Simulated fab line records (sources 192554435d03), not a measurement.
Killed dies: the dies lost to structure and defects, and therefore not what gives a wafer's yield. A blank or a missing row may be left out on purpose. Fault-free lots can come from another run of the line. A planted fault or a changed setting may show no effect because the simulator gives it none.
fab line records ; flow n5-finfet
record lots=3; wafers=8; last-day=18
route steps=1938 shown ILD0@335 SDB@347 BEOL_M4@1111 PASSIVATION@1936
lots untouched by any fault: they come from a run of this same line in which no faults occurred
start-h: start of the lot's first displayed wafer, in hours after the record's first day ; wait-h: hours from the lot's prior step to this one ; " same as the row above ; L1.1+2: a row that stands for several wafers ; - no value, or no start given ; * or withheld: withheld ; < > ~ a bound
route shown NAME@n: names a module that has steps shown in the file, with the first one's number in the route ; usual: mean and standard deviation over wafers with no fault ; same: alike in all rows ; chamber/n: place in a boat ; sites: per-site readings ; _std_site: standard deviation across them ; _edge_site: mean of outer sites minus mean of inner sites ; radius-mm: for every site, how far away it sits from the centre of the wafer ; mask NAME#n: copy n ; behind: the tool/chamber that last shaped the wafer ; hold: reason for holding the lot/hours on hold/outcome of the hold ; device: the n, p or np transistor that did not switch ; end of line: the tests these same wafers got at the end of their route ; where a step has no rows: the recipe by itself ; killed: count of dies lost to structure and defects at first sort (not the wafer's yield) ; map: a wafer's dies, marking killed ones x, the rest . and places with no die _
set.NAME: the run value of the setting; set.NAME@STEP: its run value at that earlier step ; model.NAME: the simulator's own value behind a step, which no gauge read
certain route steps with their lots: each step a table, each wafer a row
services: when a tool's chamber went out of use (start-h, in hours from the record's first day, below 0 if earlier), for how many hours, and the reason
## steps
# step N5_ILD0_LINER_00
# recipe material=SiNx; target-thk-a=40; temp-c=400; ald-precursor-family=SiH2I2; ald-co-reactant=N2/H2-plasma; pulse-time-s=1; purge-time-s=2; co-reactant-purge-time-s=2; ald-cycles=80; pressure-torr=2
# step N5_ILD0_FCVD_FILL_01
# recipe material=SiO2_flowable; target-thk-a=2000; temp-c=100; pressure-torr=0.8; rf-w=2000; time-s=328.3
# step N5_ILD0_CURE_02
# recipe temp-c=450; time-s=1800; ambient=steam; idle-temp-c=400; ramp-up-c-per-min=5; ramp-down-c-per-min=3; densification-p-h2o-torr=640
# step N5_ILD0_CMP_03
# recipe stop-on=SiNx; t-overpolish-s=1.9; post-cmp-clean=alkaline-brush; down-force-psi=4.1491; platen-rpm=51.796; pad-velocity-m-s=1.0306; target-thk-nm=197.38
# step N5_ILD0_CMP_07
# recipe stop-on=poly-Si; material=SiO2_flowable; t-overpolish-s=1.18; post-cmp-clean=alkaline-brush; down-force-psi=4.1491; platen-rpm=51.796; pad-velocity-m-s=1.0306; target-thk-nm=138.88
# step N5_ILD0_PRECLEAN_10
# recipe chemistry=NF3:NH3; afs-cycles=5; time-s=20; temp-c=30; sublimation-temp-c=180; sublimation-time-s=60; pressure-torr=3; rf-power-w=30
# step N5_ILD0_ALD_15
# recipe material=SiNx; target-thk-a=240; temp-c=400; ald-precursor-family=SiH2I2; ald-co-reactant=N2/H2-plasma; pulse-time-s=1; ald-cycles=480; purge-time-s=2; co-reactant-purge-time-s=2; pressure-torr=2
# step N5_ILD0_CMP_12
# recipe stop-on=poly-Si; material=SiNx; t-overpolish-s=6; post-cmp-clean=alkaline-brush; down-force-psi=2.5; platen-rpm=51.8; pad-velocity-m-s=1.0307; target-thk-nm=17.67
# step N5_SDB_HM_DEP_00
# recipe material=SiNx; target-thk-a=400; temp-c=400; precursor=SiH4/NH3/N2; pressure-torr=1.5; rf-w=300; time-s=35.3
# usual chamber-pressure-Torr=1.500/0.0035; heater-power-w=766/93; showerhead-plenum-p-Torr=5.14/0.045; throttle-valve-pct=40.8/2.5
lot.wafer;tool;chamber;start-h;wait-h;chamber-pressure-Torr;heater-power-w;showerhead-plenum-p-Torr;throttle-valve-pct;model.SiNx_of_SDB_HM_DEP_00.thk-nm
L698.1;pecvd-01;2;105.72;0.0;1.501;692;5.18;44.8;40
L698.2;pecvd-01;0;105.72;0.0;1.500;873;5.10;42.6;40
L698.4;pecvd-01;0;105.72;0.0;1.497;872;5.12;42.7;40.6
L709.3;pecvd-01;1;166.60;0.0;1.504;712;5.09;42.2;67
L709.4;pecvd-01;2;166.60;0.0;1.501;634;5.18;44.9;40.4
L714.1;pecvd-04;1;208.32;0.0;1.493;679;5.06;40.8;39.6
L714.2;pecvd-04;0;208.32;0.0;1.498;819;5.16;41.2;40.2
L714.6;pecvd-04;1;208.32;0.0;1.497;688;5.06;41.5;40.2
# step N5_SDB_COAT_03
# recipe resist=SOC; temp-c=250; time-s=60; spin-rpm=1500; resist-thk-nm=100
# step N5_SDB_COAT_04
# recipe resist=SiARC; temp-c=220; time-s=60; spin-rpm=1500; resist-thk-nm=18
# step N5_SDB_COAT_05
# recipe resist=CAR-ArF; spin-rpm=1500; resist-thk-nm=90
# step N5_SDB_EBR_07
# recipe solvent=PGMEA; ebr-width-mm=1.5
# step N5_SDB_SOFTBAKE_06
# recipe temp-c=110; time-s=60; resist=CAR-ArF
# step N5_SDB_EXPOSE_08
# recipe mask-id=SDB; na=1.35; source-shape=conventional; sigma-outer=0.5; polarization=unpolarized; dose-mj=49.6
# step N5_SDB_PEB_09
# recipe peb-temp-c=withheld; peb-time-s=60; resist=CAR-ArF
# step N5_SDB_DEVELOP_10
# recipe develop-time-s=30; developer=TMAH; resist=CAR-ArF; rinse-liquid=diw; dry=air-spin; dev-temp-c=23
# step N5_SDB_DESCUM_16
# recipe chemistry=O2; time-s=7.9; source-power-w=50; bias-power-w=20; pressure-mtorr=20; rf-frequency-hz=2.712e+07; temp-c=40; resist=CAR-ArF; o2-flow-sccm=225
# step N5_SDB_ETCH_17
# recipe chemistry=CF4; target=SiARC; target-depth-a=234; mask-material=CAR-ArF; time-s=39; ion-energy-ev=80; pressure-mtorr=40; source-w=545; bias-w=36; Ar_flow_sccm=100; cf4-flow-sccm=100; ends=cleared
# step N5_SDB_ETCH_18
# recipe chemistry=N2/H2; target=SOC; target-depth-a=1000; overetch-a=200; mask-material=SiARC; temp-c=40; time-s=150; ion-energy-ev=200; pressure-mtorr=30; source-w=840; bias-w=150; n2-flow-sccm=200; h2-flow-sccm=200
# step N5_SDB_STRIP_19
# recipe chemistry=N2/H2; temp-c=40; n2-flow-sccm=200; h2-flow-sccm=200; rf-frequency-hz=6e+07
# step N5_SDB_STRIP_21
# recipe chemistry=CF4; resist=SiARC; power-w=300; bias-power-w=75; pressure-mtorr=50; cf4-flow-sccm=150; rf-frequency-hz=6e+07
# step N5_SDB_HM_OPEN_20
# recipe chemistry=CH3F/O2; target=SiNx; mask-material=SOC; target-depth-a=240; stop-on=poly-Si; over-etch-frac=0.4; ion-energy-ev=120; pressure-mtorr=30; source-w=395; bias-w=73; Ar_flow_sccm=150; CH3F_flow_sccm=30; O2_flow_sccm=20
# usual CH3F_flow_sccm=30.00/0.088; drypump-motor-current-A=5.8/0.33; oes-product-au=0.65/0.075; rf-vpp-V=297.4/2.7; showerhead-plenum-p-Torr=1.96/0.045; throttle-valve-pct=16.39/0.24
lot.wafer;tool;chamber;start-h;wait-h;CH3F_flow_sccm;drypump-motor-current-A;oes-product-au;rf-hours-counter-h;rf-vpp-V;showerhead-plenum-p-Torr;throttle-valve-pct;model.etch.depth-nm
L698.1;rie-diel-06;3;106.49;0.0;30.01;6.2;0.64;142;298.7;1.93;16.41;23.96
L698.2;rie-diel-06;1;106.49;0.0;29.79;6.0;0.62;139;300.4;2.00;16.46;24.07
L698.4;rie-diel-06;1;106.49;0.0;30.03;6.0;0.63;-;299.6;2.00;16.45;24.56
L709.3;rie-diel-05;3;167.56;0.0;30.12;5.7;0.72;216;293.9;1.98;16.46;33.67
L709.4;rie-diel-05;3;167.56;0.0;30.10;5.7;0.60;-;292.6;1.98;16.44;24.31
L714.1;rie-diel-06;0;209.26;0.0;29.96;5.8;0.73;32;300.2;1.95;16.19;23.6
L714.2;rie-diel-06;3;209.26;0.0;29.96;6.2;0.62;172;297.7;1.92;16.47;24.16
L714.6;rie-diel-06;0;209.26;0.0;29.93;5.8;0.74;-;300.2;1.95;16.19;24.22
# step N5_SDB_STRIP_22
# recipe chemistry=N2/H2; power-w=1000; temp-c=250; h2-frac=0.65; overash-fraction=0.3; pressure-mtorr=withheld; n2-flow-sccm=1750; h2-flow-sccm=3250
# step N5_SDB_PRECLEAN_23
# recipe chemistry=dHF; time-s=30; temp-c=25; dilution=withheld
# step N5_SDB_DUMMY_REMOVE_24
# recipe chemistry=TMAH; temp-c=70; target=poly-Si; stop-on=SiO2; target-depth-nm=142; conc-wt-pct=5; time-s=57; dry=ipa-marangoni; rinse-time-s=30; rinse-temp-c=23
# step N5_SDB_ETCH_25
# recipe chemistry=C4F6/O2; target=SiO2; target-depth-a=100; time-s=3.3; ion-energy-ev=250; mask-material=SiNx; pressure-mtorr=30; source-w=345; bias-w=185; Ar_flow_sccm=300; C4F6_flow_sccm=10; O2_flow_sccm=10
# step N5_SDB_CUT_ETCH_26
# recipe chemistry=HBr/Cl2/O2; target=Si; target-depth-a=1296; bt-time-s=20; mask-material=SiNx; time-s=51.8; ion-energy-ev=*; bias-w=*; pressure-mtorr=10; icp-w=800; HBr_flow_sccm=150; Cl2_flow_sccm=80; O2_flow_sccm=12
# step N5_SDB_PRECLEAN_38
# recipe chemistry=dHF; time-s=10; dilution=750:1; temp-c=25
lot.wafer;tool;chamber;start-h;wait-h;model.SiNx_of_SDB_HM_DEP_00.thk-nm
L698.1;wet-bench-05;2;106.99;0.1;22.2
L698.2;wet-bench-05;6;106.99;0.1;22
L698.4;wet-bench-05;7;106.99;0.1;22.6
L709.3;wet-bench-01;5;168.06;0.1;48.8
L709.4;wet-bench-01;3;168.06;0.1;22.4
L714.1;wet-bench-03;3;209.76;0.1;21.8
L714.2+6;wet-bench-03;4,1;209.76;0.1;22.4
# step N5_SDB_PRECLEAN_39
# recipe chemistry=O3/DIW; time-s=45; temp-c=22; o3-ppm=10
# step N5_SDB_SRD_28
# recipe dry=ipa-marangoni; time-s=30; temp-c=23; rinse-liquid=diw
# step N5_SDB_ALD_29
# recipe material=SiNx; target-thk-a=300; temp-c=400; ald-precursor-family=SiH2I2; ald-co-reactant=N2/H2-plasma; pulse-time-s=1; ald-cycles=600; purge-time-s=2; co-reactant-purge-time-s=2; pressure-torr=2
# step N5_SDB_CMP_30
# recipe stop-on=poly-Si; t-overpolish-s=1.54; post-cmp-clean=alkaline-brush; down-force-psi=4.1491; platen-rpm=51.796; pad-velocity-m-s=1.0306; target-thk-nm=30
# usual motor-current-A=12.6/0.89; pad-life-wafers=1125/540; time-to-endpoint-s=17.4/1.7
lot.wafer;tool;chamber;start-h;wait-h;motor-current-A;pad-life-wafers;time-to-endpoint-s
L698.4;cmp-03;2;109.98;1.4;12.8;1279;15.2
L698.1;cmp-03;3;109.98;1.4;13.9;1280;19.8
L698.2;cmp-03;0;109.98;1.4;12.6;1281;15.9
L709.4;cmp-03;0;170.94;1.5;12.1;1718;18.5
L709.3;cmp-03;1;170.94;1.5;11.1;1719;26.4
L714.2;cmp-04;3;212.90;1.4;12.6;1776;17.3
L714.1;cmp-04;1;212.90;1.4;13.1;1778;14.5
L714.6;cmp-04;0;212.90;1.4;12.6;-;18.3
# step N5_BEOL_M4_RC_MEAS_101
# usual DIBL_N=36.4/1.3; DIBL_P=36.5/1.7; IOFF_N=0.154/0.022; IOFF_P=0.202/0.025; ION_N=671/9.8; ION_P=460/6.8; SS_N=71.6/0.54; SS_P=73.4/0.58; VT_N=250.9/2.8; VT_P=-251.4/2.7
lot.wafer;tool;chamber;start-h;wait-h;DIBL_N[mV/V];DIBL_P[mV/V];IOFF_N[nA/um];IOFF_P[nA/um];ION_N[uA/um];ION_P[uA/um];SS_N[mV/dec];SS_P[mV/dec];VT_N[mV];VT_P[mV]
L698.1;prober-02;0;204.81;0.0;37.7;37.5;0.182;0.241;695;472;71.4;73.5;246.7;-248.3
L698.2;prober-02;0;204.81;0.0;35.8;35.2;0.151;0.192;668;463;70.9;73.4;249.6;-249.4
L698.4;prober-02;0;204.81;0.0;37.0;36.3;0.168;0.210;681;465;70.9;73.1;247.7;-249.3
L709.4;prober-01;0;268.73;0.5;35.5;35.5;0.136;0.194;660;458;71.4;73.9;254.0;-254.8
L714.1;prober-01;0;310.67;0.0;33.7;33.9;0.121;0.185;672;463;70.7;72.6;252.3;-248.9
L714.2;prober-01;0;310.67;0.0;34.9;35.8;0.146;0.217;684;471;71.2;73.6;250.0;-247.5
L714.6;prober-01;0;310.67;0.0;34.2;34.5;0.128;0.194;663;464;70.9;72.4;251.7;-248.6
# step N5_PASSIVATION_PROBE_49
# usual defect-limited-yield=91.1/1.3; killed_at_M0_to_M3=34/10; killed_at_M4_up=14/5.7; killed-at-contacts=12/5.9; killed-at-front-end=41/12; killed-at-other=4/3.1; killed-dies=105/15; killed-on-rim=14/4.2; killed-open=69/11; killed-short=35/7.8; sort_bin_5_function=5.3/0.81; sort_bin_6_memory=3.3/0.75; sort-n-pass=1075/15; sort-yield-pct=91.1/1.3
# same gross-dies=1180; killed-at-back-side=0; sort_bin_4_leakage[%]=0; sort_bin_8_speed[%]=0
lot.wafer;tool;chamber;start-h;wait-h;defect-limited-yield[%];killed_at_M0_to_M3;killed_at_M4_up;killed-at-contacts;killed-at-front-end;killed-at-other;killed-dies;killed-on-rim;killed-open;killed-short;sort_bin_5_function[%];sort_bin_6_memory[%];sort-n-pass;sort-yield-pct[%]
L709.3;prober-01;-;382.75;0.1;0;44;17;12;1105;2;1180;152;67;43;95.4;4.0;0;0
L709.4;prober-01;-;382.80;0.2;91.7;32;16;6;39;5;98;15;57;40;5.3;2.5;1082;91.7
# killed by level:class
L709.3 SDB:area-open=1070 MOL_CONTACT_COAG:geometric-particle:open=11 STI_FIN_REVEAL:geometric-particle:open=9 BEOL_M0_SAQP:geometric-particle:open=9 BEOL_M2:geometric-particle:open=8 BEOL_M2:geometric-particle:short=7 FIN_SAQP:geometric-particle:short=6 BEOL_M3:geometric-particle:open=6
L709.4 FIN_SAQP:geometric-particle:short=8 FIN_SAQP:geometric-particle:open=8 STI_FIN_REVEAL:geometric-particle:open=7 BEOL_M0_SAQP:geometric-particle:short=7 BEOL_M3:geometric-particle:open=6 BEOL_M0_SAQP:geometric-particle:open=5 BEOL_M2:geometric-particle:open=5 BEOL_M4:geometric-particle:open=5
# map L709.3 (x killed, . not)
_________________xxxxxxxxxxxx________________
______________xxxxxxxxxxxxxxxxxx_____________
___________xxxxxxxxxxxxxxxxxxxxxxxx__________
__________xxxxxxxxxxxxxxxxxxxxxxxxxx_________
________xxxxxxxxxxxxxxxxxxxxxxxxxxxxxx_______
_______xxxxxxxxxxxxxxxxxxxxxxxxxxxxxxxx______
______xxxxxxxxxxxxxxxxxxxxxxxxxxxxxxxxxx_____
_____xxxxxxxxxxxxxxxxxxxxxxxxxxxxxxxxxxxx____
____xxxxxxxxxxxxxxxxxxxxxxxxxxxxxxxxxxxxxx___
___xxxxxxxxxxxxxxxxxxxxxxxxxxxxxxxxxxxxxxxx__
___xxxxxxxxxxxxxxxxxxxxxxxxxxxxxxxxxxxxxxxx__
__xxxxxxxxxxxxxxxxxxxxxxxxxxxxxxxxxxxxxxxxxx_
__xxxxxxxxxxxxxxxxxxxxxxxxxxxxxxxxxxxxxxxxxx_
_xxxxxxxxxxxxxxxxxxxxxxxxxxxxxxxxxxxxxxxxxxxx
_xxxxxxxxxxxxxxxxxxxxxxxxxxxxxxxxxxxxxxxxxxxx
_xxxxxxxxxxxxxxxxxxxxxxxxxxxxxxxxxxxxxxxxxxxx
_xxxxxxxxxxxxxxxxxxxxxxxxxxxxxxxxxxxxxxxxxxxx
_xxxxxxxxxxxxxxxxxxxxxxxxxxxxxxxxxxxxxxxxxxxx
_xxxxxxxxxxxxxxxxxxxxxxxxxxxxxxxxxxxxxxxxxxxx
_xxxxxxxxxxxxxxxxxxxxxxxxxxxxxxxxxxxxxxxxxxxx
_xxxxxxxxxxxxxxxxxxxxxxxxxxxxxxxxxxxxxxxxxxxx
__xxxxxxxxxxxxxxxxxxxxxxxxxxxxxxxxxxxxxxxxxx_
__xxxxxxxxxxxxxxxxxxxxxxxxxxxxxxxxxxxxxxxxxx_
___xxxxxxxxxxxxxxxxxxxxxxxxxxxxxxxxxxxxxxxx__
___xxxxxxxxxxxxxxxxxxxxxxxxxxxxxxxxxxxxxxxx__
____xxxxxxxxxxxxxxxxxxxxxxxxxxxxxxxxxxxxxx___
_____xxxxxxxxxxxxxxxxxxxxxxxxxxxxxxxxxxxx____
______xxxxxxxxxxxxxxxxxxxxxxxxxxxxxxxxxx_____
_______xxxxxxxxxxxxxxxxxxxxxxxxxxxxxxxx______
________xxxxxxxxxxxxxxxxxxxxxxxxxxxxxx_______
__________xxxxxxxxxxxxxxxxxxxxxxxxxx_________
___________xxxxxxxxxxxxxxxxxxxxxxxx__________
______________xxxxxxxxxxxxxxxxxx_____________
_________________xxxxxxxxxxxx________________
# map L698.2 (x killed, . not)
_________________............________________
______________x.............x..._____________
___________................x.x.....__________
__________......x.......x..........._________
________.....................x........_______
_______.............x..................______
______....................x............._____
_____.....x.x...x.................xx.....____
____......................x.........x..x..___
___..x...x......x..............x..........x__
___.....................x.........x........__
__x...................................x..x.._
__........x....................x........x..._
_...x...........x.....................x...x..
_..x..........xx....................x........
_..............x......................x.x....
_x...........x..............................x
_..x...x......................x..............
_............xx.x.....x............x.........
_......xx.........................x..........
_.........x.x............x.................x.
__x.........x...x..................x........_
__..........x.................x....xx......._
___.....................x.x................__
___.........x.x..x....................x..x.__
____.....x........x..........x..........x.___
_____............x...........x...x.......____
______.............xx.x.......x.x......._____
_______.....xx........xx............x..______
________....x..........x........x....x_______
__________.........x......x........._________
___________.....x......x........x..__________
______________......x......x...._____________
_________________....x...x...________________
## services
tool;chamber;start-h;hours;kind
cmp-04;-;82.26;5.0;pm
rie-diel-06;0;102.20;-;clean
rie-diel-06;0;102.20;-;consumable-replace:focus-ring
rie-diel-06;0;102.20;26.8;scheduled-down
rie-diel-06;0;102.20;26.8;vent-cycle
pecvd-04;-;110.67;40.2;repair
rie-diel-05;3;117.14;1.4;repair
cmp-03;-;124.34;7.2;pm
wet-bench-03;-;127.29;1.1;repair
rie-diel-06;2;129.03;-;clean
rie-diel-06;2;129.03;-;consumable-replace:focus-ring
rie-diel-06;2;129.03;18.5;scheduled-down
rie-diel-06;2;129.03;18.5;vent-cycle
pecvd-01;-;137.43;2.8;pm
wet-bench-05;-;148.14;1.9;pm
wet-bench-01;-;148.17;3.1;repair
rie-diel-05;0;158.30;8.1;repair
wet-bench-05;-;165.64;5.0;repair
rie-diel-05;3;185.11;4.9;repair
pecvd-01;2;202.42;-;clean
pecvd-01;2;202.42;-;consumable-replace:showerhead
pecvd-01;2;202.42;29.0;scheduled-down
rie-diel-06;2;209.85;1.5;repair
cmp-03;-;211.96;4.0;pm
## key
first-sign step=N5_SDB_CMP_30; reading=time-to-endpoint-s; direction=up; sigmas=5.3; usual=*; struck=*
effect step=N5_PASSIVATION_PROBE_49; reading=sort_bin_5_function; direction=up; sigmas=99+; usual=5.3; struck=95.4
model-effect step=N5_SDB_HM_DEP_00; value=SiNx_of_SDB_HM_DEP_00.thk-nm; without=40.2; struck=67
model-effect step=N5_SDB_HM_OPEN_20; value=etch.depth-nm; without=24.17; struck=33.67
model-effect step=N5_SDB_PRECLEAN_38; value=SiNx_of_SDB_HM_DEP_00.thk-nm; without=22; struck=48.8
more-kills-born-at N5_SDB_HM_OPEN_20@rie-diel-05=1070
met-at N5_SDB_HM_DEP_00
struck-wafers L709.3
later-rows-left-out L709.3
onset-between 105.72 166.60
fault kind=process-parameter-drift; tool=pecvd-01; chamber=-; onset-h=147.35; steps=N5_SDB_HM_DEP_00; channel=time-s; offset=*; shape=step; end-h=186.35; scope=struck-wafers-only; acts-in=*; stated=*
# later-rows-left-out: the simulator's readings of these wafers behind a module that went badly wrong aren't trusted and aren't shown, but for the sort
